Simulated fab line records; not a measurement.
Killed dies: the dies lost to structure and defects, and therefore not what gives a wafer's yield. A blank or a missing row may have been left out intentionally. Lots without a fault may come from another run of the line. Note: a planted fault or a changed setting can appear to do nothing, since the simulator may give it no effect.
Which tool was responsible? + flow n5Finfet + 24 wafers from 8 lots sampled at 7 of the route's 1938 steps

## WHAT THE GAUGES READ, wafer by wafer
N5_SD_EPI_N_EPI_MEAS_23.
| lot  | measured    | on           | thkNm (nm)     |
|------|-------------|--------------|----------------|
| L902 | day 3 05:28 | filmMetro-02 | 59.9 58.6 59.6 |
| L903 | day 3 09:07 | filmMetro-02 | 58.5 57.9 59.5 |
| L906 | day 4 09:36 | filmMetro-01 | 58.6 58.6 58.9 |
| L915 | day 6 09:26 | filmMetro-01 | 53.5 54.0 52.9 |
| L916 | day 6 15:07 | filmMetro-02 | 51.5 53.1 53.9 |
| L918 | day 7 03:16 | filmMetro-01 | 58.7 58.4 58.7 |
| L921 | day 7 21:01 | filmMetro-02 | 58.3 56.9 58.8 |
| L922 | day 8 09:19 | filmMetro-02 | 59.6 59.6 58.7 |

N5_SD_ACTIVATION_RS_MEAS_03: a four-point-probe measurement.
| lot  | measured    | on           | RS_SD_N (ohm/sq)  | RS_SD_P (ohm/sq) |
|------|-------------|--------------|-------------------|------------------|
| L902 | day 3 11:32 | filmMetro-02 | 21.85 21.77 21.52 | 56.0 56.1 55.8   |
| L903 | day 3 15:49 | filmMetro-02 | 21.67 21.91 21.81 | 55.9 57.1 56.9   |
| L906 | day 4 15:40 | filmMetro-02 | 21.62 21.59 21.61 | 55.3 55.7 55.8   |
| L915 | day 6 15:40 | filmMetro-02 | 24.45 24.01 24.11 | 56.5 57.4 56.8   |
| L916 | day 6 20:24 | filmMetro-01 | 24.48 24.67 24.64 | 53.6 54.5 53.6   |
| L918 | day 7 08:59 | filmMetro-01 | 21.99 21.79 21.79 | 56.6 55.7 56.2   |
| L921 | day 8 02:15 | filmMetro-02 | 21.54 22.00 21.34 | 55.0 55.5 54.9   |
| L922 | day 8 14:41 | filmMetro-02 | 21.86 21.69 21.61 | 56.2 56.5 56.9   |

N5_BEOL_M4_RC_MEAS_101.
| lot  | measured     | on        | DIBL_N (mV/V)  | DIBL_P (mV/V) | IOFF_N (nA/um) | IOFF_P (nA/um) | ION_N (uA/um) | ION_P (uA/um) | REXT_N (ohm.um) | RS_SD_N (ohm/sq) | SS_N (mV/dec)  | SS_P (mV/dec)  | VT_N (mV)   | VT_P (mV)      |
|------|--------------|-----------|----------------|---------------|----------------|----------------|---------------|---------------|-----------------|------------------|----------------|----------------|-------------|----------------|
| L902 | day 10 15:06 | prober-01 | 33.4 32.1 32.3 | 34 32 33      | 0.13 0.12 0.10 | 0.20 0.16 0.17 | 648 659 648   | 455 458 454   | 78.2 76.6 76.4  | 28.6 28.5 28.2   | 72.0 70.9 70.4 | 72.2 71.6 71.5 | 254 253 260 | -247 -252 -251 |
| L903 | day 10 12:04 | prober-02 | 34.6 40.1 36.5 | 36 42 38      | 0.13 0.26 0.17 | 0.18 0.29 0.22 | 657 688 667   | 448 468 459   | 77.7 76.2 75.4  | 28.3 28.3 28.0   | 70.1 72.2 72.0 | 72.9 74.8 72.7 | 253 242 249 | -255 -245 -251 |
| L906 | day 12 18:28 | prober-02 | 40.6 38.6 39.5 | 39 38 37      | 0.20 0.19 0.19 | 0.30 0.30 0.26 | 661 674 692   | 466 477 475   | 75.1 77.0 74.4  | 28.1 28.2 28.1   | 73.0 71.6 71.4 | 74.1 74.0 73.9 | 248 247 248 | -244 -243 -247 |
| L915 | day 14 11:16 | prober-02 | 36.3 32.5 34.7 | 36 31 33      | 0.14 0.10 0.12 | 0.20 0.17 0.17 | 674 656 655   | 466 463 455   | 82.6 81.8 82.1  | 31.8 31.2 31.6   | 71.5 70.3 71.4 | 73.5 72.9 72.6 | 254 258 258 | -252 -253 -254 |
| L916 | day 14 04:21 | prober-02 | 38.2 38.0 38.2 | 40 39 41      | 0.21 0.20 0.20 | 0.28 0.25 0.30 | 701 677 675   | 479 465 471   | 80.3 82.0 84.8  | 32.0 32.2 32.0   | 72.1 71.7 72.6 | 73.7 73.8 74.4 | 248 249 248 | -248 -250 -246 |
| L918 | day 15 06:35 | prober-01 | 38.9 38.1 40.2 | 39 40 41      | 0.21 0.19 0.25 | 0.29 0.34 0.35 | 685 683 692   | 470 478 478   | 74.8 76.7 75.0  | 28.6 28.1 28.1   | 72.4 72.1 72.4 | 73.9 73.0 74.0 | 247 246 243 | -243 -242 -241 |
| L921 | day 15 12:39 | prober-01 | 35.4 36.7 35.1 | 38 39 38      | 0.15 0.18 0.15 | 0.20 0.22 0.21 | 669 688 669   | 457 465 460   | 73.7 72.9 73.0  | 28.2 28.7 27.9   | 71.1 71.8 71.3 | 73.4 73.7 73.4 | 253 246 251 | -252 -252 -251 |
| L922 | day 15 15:13 | prober-02 | 38.0 33.1 35.1 | 38 34 35      | 0.18 0.10 0.13 | 0.25 0.17 0.18 | 675 655 666   | 464 458 455   | 72.8 75.2 73.8  | 28.2 28.1 28.4   | 72.1 70.9 71.4 | 73.6 73.0 73.5 | 250 258 253 | -248 -255 -253 |

## WHICH TOOL RAN EACH LOT (tool, then ch and the chambers of the sampled wafers, then the start)
| lot  | N5_SD_EPI_N_STRIP_38               | N5_SD_EPI_N_EPI_21            | N5_SD_EPI_N_LINER_46            | N5_SD_EPI_P_ETCH_36              |
|------|------------------------------------|-------------------------------|---------------------------------|----------------------------------|
| L902 | plasmaAsher-01 ch 0,1, day 3 02:53 | epiRpcvd-01 ch 0, day 3 04:19 | aldSin-04 ch 0,1,3, day 3 05:53 | rieDiel-06 ch 0,1,3, day 3 06:32 |
| L903 | plasmaAsher-02 ch 0,1, day 3 06:30 | epiRpcvd-04 ch 0, day 3 07:24 | aldSin-03 ch 0,3, day 3 09:34   | rieDiel-06 ch 0,1,3, day 3 11:43 |
| L906 | plasmaAsher-01 ch 0, day 4 06:58   | epiRpcvd-04 ch 0, day 4 08:10 | aldSin-04 ch 1,2, day 4 09:55   | rieDiel-03 ch 1,2,3, day 4 10:41 |
| L915 | plasmaAsher-01 ch 1, day 6 06:50   | epiRpcvd-01 ch 0, day 6 08:01 | aldSin-04 ch 0,1,2, day 6 09:45 | rieDiel-03 ch 0,1,2, day 6 10:31 |
| L916 | plasmaAsher-01 ch 0,1, day 6 12:31 | epiRpcvd-01 ch 0, day 6 13:57 | aldSin-01 ch 0,2,3, day 6 15:36 | rieDiel-02 ch 0,1,3, day 6 16:15 |
| L918 | plasmaAsher-01 ch 0,1, day 6 23:55 | epiRpcvd-03 ch 0, day 7 01:22 | aldSin-01 ch 0,1,3, day 7 04:05 | rieDiel-03 ch 0,1, day 7 04:52   |
| L921 | plasmaAsher-01 ch 0,1, day 7 18:10 | epiRpcvd-03 ch 0, day 7 19:18 | aldSin-03 ch 0,1, day 7 21:21   | rieDiel-03 ch 1,2, day 7 22:07   |
| L922 | plasmaAsher-02 ch 0,1, day 8 05:58 | epiRpcvd-04 ch 0, day 8 07:25 | aldSin-03 ch 0,2,3, day 8 09:39 | rieDiel-03 ch 0,1,3, day 8 10:27 |
- N5_SD_EPI_N_STRIP_38: strips in N2/H2.
- N5_SD_EPI_N_EPI_21: deposits Si:P, time 690 s.
- N5_SD_EPI_N_LINER_46: material SiNx, target thk 3 nm.
- N5_SD_EPI_P_ETCH_36: etches SiARC in CF4, target depth 45.5 nm, time 75.8 s.

## AS READ BY THE TOOLS THEMSELVES (means over the sampled wafers that have a number; for cases with no such wafer, the mark the record gives instead)
N5_SD_EPI_N_STRIP_38.
| lot  | tool           | drypumpMotorCurrentA (A) | heaterPowerW (W) | oesProductAu (a.u.) |
|------|----------------|--------------------------|------------------|---------------------|
| L902 | plasmaAsher-01 | 5.45                     | 343              | 0.765               |
| L903 | plasmaAsher-02 | 5.71                     | 315              | 0.764               |
| L906 | plasmaAsher-01 | 5.28                     | 280              | 0.758               |
| L915 | plasmaAsher-01 | 5.55                     | 373              | 0.767               |
| L916 | plasmaAsher-01 | 5.45                     | 340              | 0.755               |
| L918 | plasmaAsher-01 | 5.37                     | 308              | 0.758               |
| L921 | plasmaAsher-01 | 5.45                     | 347              | 0.763               |
| L922 | plasmaAsher-02 | 5.78                     | 311              | 0.756               |

N5_SD_EPI_N_EPI_21.
| lot  | tool        | chamberPressureTorr (Torr) |
|------|-------------|----------------------------|
| L902 | epiRpcvd-01 | 255.5                      |
| L903 | epiRpcvd-04 | 254.3                      |
| L906 | epiRpcvd-04 | 254.8                      |
| L915 | epiRpcvd-01 | 202.9                      |
| L916 | epiRpcvd-01 | 202.4                      |
| L918 | epiRpcvd-03 | 255.5                      |
| L921 | epiRpcvd-03 | 254.6                      |
| L922 | epiRpcvd-04 | 255.4                      |

N5_SD_EPI_N_LINER_46.
| lot  | tool      | heaterPowerW (W) |
|------|-----------|------------------|
| L902 | aldSin-04 | 793              |
| L903 | aldSin-03 | 760              |
| L906 | aldSin-04 | 743              |
| L915 | aldSin-04 | 782              |
| L916 | aldSin-01 | 795              |
| L918 | aldSin-01 | 880              |
| L921 | aldSin-03 | 815              |
| L922 | aldSin-03 | 813              |

N5_SD_EPI_P_ETCH_36.
| lot  | tool       | biasW (W) | cf4FlowSccm (sccm) | drypumpMotorCurrentA (A) | etchRfOnTimeS (s) | oesProductAu (a.u.) | rfVppV (V) | showerheadPlenumPTorr (Torr) | throttleValvePct (%) |
|------|------------|-----------|--------------------|--------------------------|-------------------|---------------------|------------|------------------------------|----------------------|
| L902 | rieDiel-06 | 35.96     | 100.1              | 5.7                      | 74.9              | 0.72                | 184.3      | 2.15                         | 15.43                |
| L903 | rieDiel-06 | 36.00     | 100.2              | 5.7                      | 75.7              | 0.71                | 183.5      | 2.15                         | 15.44                |
| L906 | rieDiel-03 | 36.02     | 99.8               | 5.8                      | 74.8              | 0.74                | 185.6      | 2.24                         | 15.57                |
| L915 | rieDiel-03 | 36.05     | 100.0              | 6.1                      | 71.9              | 0.70                | 184.6      | 2.19                         | 15.50                |
| L916 | rieDiel-02 | 35.96     | 100.4              | 5.7                      | 76.4              | 0.63                | 184.7      | 2.14                         | 15.62                |
| L918 | rieDiel-03 | 36.04     | 100.1              | 6.0                      | 69.8              | 0.69                | 184.2      | 2.16                         | 15.47                |
| L921 | rieDiel-03 | 35.97     | 99.8               | 6.1                      | 72.8              | 0.71                | 185.4      | 2.22                         | 15.55                |
| L922 | rieDiel-03 | 36.04     | 100.0              | 5.7                      | 71.9              | 0.71                | 185.1      | 2.20                         | 15.57                |

## THE ANSWER, worked out from the rows above alone
Rule: the lots themselves supply what counts as usual. The widest of any qualifying gaps counts: lots, ordered by their means at a reading, are off when they make up no more than a third of the lots, leave a main group of 4 or more, and stand apart from it by 3 or more times the standard deviation of that group's means. The tables above print the reading to a certain number of digits; a main group whose means all agree to those digits is not used. Also off: a lot with no number at a reading for which 4 or more lots have one. The other lots that the step has rows for count as sound. The gauges are gone through in route order, then the tools' own readings, and for those a lot's mean is taken as printed above. At the first step where some lot is off, the reading lying furthest off is the one used; lots without a number count as furthest.
Off, at N5_SD_EPI_N_EPI_MEAS_23 on thkNm: L915, L916. Main group: mean 58.8 nm, sd 0.46.
A tool fits if, at a process step before that reading, it ran every lot that is off, and no sound lot after the first of them. Not tried: the gauges at N5_SD_EPI_N_EPI_MEAS_23; whatever is off there is also off at N5_BEOL_M4_RC_MEAS_101, on other tools, and gauge error can't account for it. One fits: N5_SD_EPI_N_EPI_21 on epiRpcvd-01. A fault onset in the window from L902 (day 3 04:19, its last sound lot) to L915 (day 6 08:01, its first lot off) fits.
On the lots that are off, the tool's own readings at N5_SD_EPI_N_EPI_21 differ by more than 5 times the standard deviation of the sound lots' means, which bears it out; chamberPressureTorr reads 202.7 Torr there versus 255.0 Torr on the sound lots.

## WHAT HAD BEEN PUT IN BY THE SIMULATOR
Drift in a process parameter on epiRpcvd-01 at N5_SD_EPI_N_EPI_21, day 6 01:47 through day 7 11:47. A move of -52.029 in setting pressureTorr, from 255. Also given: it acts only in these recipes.
Shown lots that were struck: L915, L916. The rule above reached the same finding.
